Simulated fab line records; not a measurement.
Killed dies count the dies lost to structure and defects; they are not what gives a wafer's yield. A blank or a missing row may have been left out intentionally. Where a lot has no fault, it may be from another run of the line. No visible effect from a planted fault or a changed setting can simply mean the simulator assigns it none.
A lot that was struck, set against a sound lot | flow n5 finfet | 40 steps out of a route of 1938
Sound: wafers L239.3, L239.5, L239.6. Wafers L234.1, L234.2, L234.4 were the ones struck. At the end, the cause is stated.
Each step with rows lists, per side, the tool, then ch with its chambers, then its first start. Under that, the readings that differ: sound wafers | struck wafers | difference of the means | sigmas: that difference in standard deviations of wafers without a fault.
alike: readings whose means differ by less than 2 such deviations, and words and numbers that are the same on both sides. not compared: withheld readings, readings that some wafer has no value for, bounds like >300 that may hide the same value, and numbers for which the record gives no deviation and whose values overlap.
A row with sigmas, a row that says differs or no value, or rows on one side alone: a step with any of these is where the two part. When numbers do not overlap yet have no deviation, they are printed without sigmas and do not part them. A reading that every wafer of one side lacks parts them only if that side has two wafers or more.

first, 12 steps without rows for these wafers: N5_HKMG_FIN_STRIP_57 (strips in CF4); N5_HKMG_FIN_ETCH_58 (etches SOC in N2/H2, target depth 215.8 nm, time 741 s); N5_HKMG_FIN_STRIP_93 (strips SOC in N2/H2, time 20 s); N5_HKMG_FIN_WET_ETCH_76 (etches Al2O3 in dNH4OH, stops on La2O3, target depth 2.25 nm, rinse time 30 s); N5_HKMG_FIN_STRIP_60 (strips in N2/H2, time 360 s); N5_HKMG_FIN_WET_ETCH_77 (etches La2O3 in dHCl, stops on HfO2, target depth 2 nm); N5_HKMG_FIN_WET_ETCH_78 (etches Al2O3 in dNH4OH, stops on La2O3, target depth 4.5 nm, rinse time 30 s); N5_HKMG_FIN_ALD_79 (deposits TiN, target thk 1.5 nm, pulse time 1 s, purge time 3 s); N5_HKMG_FIN_CVD_62 (deposits a-Si from Si2H6, target thk 3 nm, time 20.8 s); N5_HKMG_FIN_RTA_80 (time 2 s); N5_HKMG_FIN_PRECLEAN_64 (cleans in dHF, time 30 s); N5_HKMG_FIN_WET_ETCH_65 (etches a-Si in TMAH, stops on TiN, time 49 s, target depth 3 nm).
N5_HKMG_FIN_WET_ETCH_81: etches TiN in SC1, stops on HfO2, time 57 s, target depth 6 nm.
  sound on wet bench-03 ch 1,2,7, day 9 04:41; struck on wet bench-02 ch 1,2,4, day 7 20:26
  no value came back on the struck wafers for bath guard temp C (C), bath heat duty pct (%); on the sound wafers bath guard temp C (C) reads 60.3 60.5 60.0
  reading                                  | sound | struck      | difference | sigmas
  model.TiN_of_HKMG_FIN_ALD_79.thk nm (nm) | 0 0 0 | 1.2 1.2 1.2 | +1.2       |
then, 25 steps without rows for these wafers: N5_HKMG_FIN_WET_ETCH_82 (etches La2O3 in dHCl, stops on HfO2, target depth 2 nm, rinse time 30 s); N5_HKMG_FIN_ALD_36 (deposits TiN, target thk 1 nm, pulse time 1 s, purge time 3 s); N5_HKMG_FIN_PWFM_ALD_03 (deposits TiN, target thk 2 nm, pulse time 1 s, purge time 3 s); N5_HKMG_FIN_COAT_29 (time 60 s, resist thk 300 nm); N5_HKMG_FIN_COAT_30 (time 60 s, resist thk 35 nm); N5_HKMG_FIN_COAT_06 (resist thk 90 nm); N5_HKMG_FIN_EBR_08; N5_HKMG_FIN_SOFTBAKE_07 (time 60 s); N5_HKMG_FIN_EXPOSE_09 (exposes mask NWFM); N5_HKMG_FIN_PEB_10 (peb time 60 s); N5_HKMG_FIN_DEVELOP_11 (develop time 30 s); N5_HKMG_FIN_DESCUM_17 (chemistry O2, time 7.9 s); N5_HKMG_FIN_ETCH_31 (etches SiARC in CF4, target depth 45.5 nm, time 75.8 s); N5_HKMG_FIN_ETCH_32 (etches SOC in N2/H2, target depth 240 nm, time 300 s); N5_HKMG_FIN_STRIP_33 (strips in N2/H2); N5_HKMG_FIN_STRIP_34 (strips in CF4); N5_HKMG_FIN_ETCH_35 (etches SOC in N2/H2, target depth 215.8 nm, time 243.4 s); N5_HKMG_FIN_STRIP_92 (strips SOC in N2/H2, time 20 s); N5_HKMG_FIN_WET_ETCH_18 (etches TiN in SC1, time 55 s, target depth 5.2 nm, rinse time 30 s); N5_HKMG_FIN_STRIP_19 (strips in N2/H2, time 360 s); N5_HKMG_FIN_ALD_91 (deposits TiN, target thk 1 nm, pulse time 1 s, purge time 3 s); N5_HKMG_FIN_COAT_85 (time 60 s, resist thk 300 nm); N5_HKMG_FIN_ETCH_86 (etches SOC in N2/H2, stops on TiN, target depth 393.2 nm); N5_HKMG_FIN_STRIP_89 (strips SOC in N2/H2, time 20 s); N5_HKMG_FIN_WET_ETCH_87 (etches TiN in SC1, time 154.2 s, target depth 4.7 nm, rinse time 30 s).
-- the record jumps here: 5 days lie between the struck wafers' starts before and after (it left off in module HKMG_FIN and takes up again in module BEOL_M4, whose first step shown is number 1111 of the route) --
N5_BEOL_M4_RC_MEAS_101:
  sound on prober-02 ch 0, day 12 18:52; struck on prober-02 ch 0, day 12 13:04
  reading             | sound                      | struck                     | difference | sigmas
  EOT_P               | 10.57 10.58 10.49          | 10.90 11.07 10.86          | +0.40      | +4
  IGATE_P (nA/um)     | 0.0027 0.0031 0.0040       | 0.0005 0.0005 0.0007       | -0.0027    | -4
  IOFF_N (nA/um)      | 0.14 0.17 0.28             | 0.07 0.08 0.07             | -0.12      | -4
  IOFF_N_85C (nA/um)  | 2.8 3.2 4.9                | 1.4 1.8 1.5                | -2.1       | -4
  IOFF_N_LIN (nA/um)  | 0.066 0.075 0.116          | 0.029 0.037 0.031          | -0.053     | -4
  IOFF_N_LONG (nA/um) | 5.67e-05 5.73e-05 5.51e-05 | 3.42e-05 3.42e-05 3.35e-05 | -2.24e-05  | -10
  IOFF_P (nA/um)      | 0.20 0.22 0.34             | 1.52 1.92 1.70             | +1.46      | +36
  IOFF_P_85C (nA/um)  | 3.5 3.9 5.5                | 19.9 24.4 22.0             | +17.8      | +30
  IOFF_P_LIN (nA/um)  | 0.097 0.104 0.140          | 0.730 0.862 0.787          | +0.679     | +45
  IOFF_P_LONG (nA/um) | 0.000118 0.000113 0.000113 | 0.000416 0.000418 0.000427 | +0.000306  | +37
  ION_N (uA/um)       | 655 664 690                | 624 628 625                | -44        | -4
  ION_P (uA/um)       | 460 463 467                | 541 547 542                | +80        | +11
  VT_N (mV)           | 256 249 241                | 274 271 274                | +24        | +7
  VT_N_LONG (mV)      | 275.6 273.4 272.3          | 298.1 301.8 298.9          | +25.8      | +14
  VT_N_LVT (mV)       | 103 100 92                 | 123 120 122                | +23        | +7
  VT_P (mV)           | -249 -250 -245             | -196 -193 -195             | +53        | +16
  VT_P_LONG (mV)      | -275.6 -271.6 -275.1       | -230.6 -229.9 -230.8       | +43.7      | +16
  VT_P_LVT (mV)       | -99 -98 -93                | -44 -40 -42                | +55        | +18
  alike: DIBL_N, DIBL_P, SS_N, SS_P
-- here the record skips 4 days between the struck wafers' starts before and after, leaving off in module BEOL_M4 and picking up in module PASSIVATION (first step shown: number 1936 of the route) --
N5_PASSIVATION_PROBE_49:
  sound on prober-02 at day 17 00:05; struck on prober-02 at day 16 08:36
  reading                | sound          | struck            | difference | sigmas
  killed at contacts     | 11 2 8         | 25 16 21          | +14        | +2
  sort_bin_4_leakage (%) | 0 0 0.17       | 88.14 90.42 87.88 | +88.76     | +99 or more
  sort n pass            | 1066 1058 1071 | 0 0 0             | -1065      | -63
  sort yield pct (%)     | 90.3 89.7 90.8 | 0 0 0             | -90        | -60
  alike: defect limited yield, killed_at_M0_to_M3, killed_at_M4_up, killed at front end, killed at other, killed dies, killed open, killed short, sort_bin_5_function, sort_bin_6_memory, sort_bin_8_speed

## WHERE THEY PART
At N5_HKMG_FIN_WET_ETCH_81 first; at N5_PASSIVATION_PROBE_49 last (within this record only).

WHY: whatever the simulator had introduced
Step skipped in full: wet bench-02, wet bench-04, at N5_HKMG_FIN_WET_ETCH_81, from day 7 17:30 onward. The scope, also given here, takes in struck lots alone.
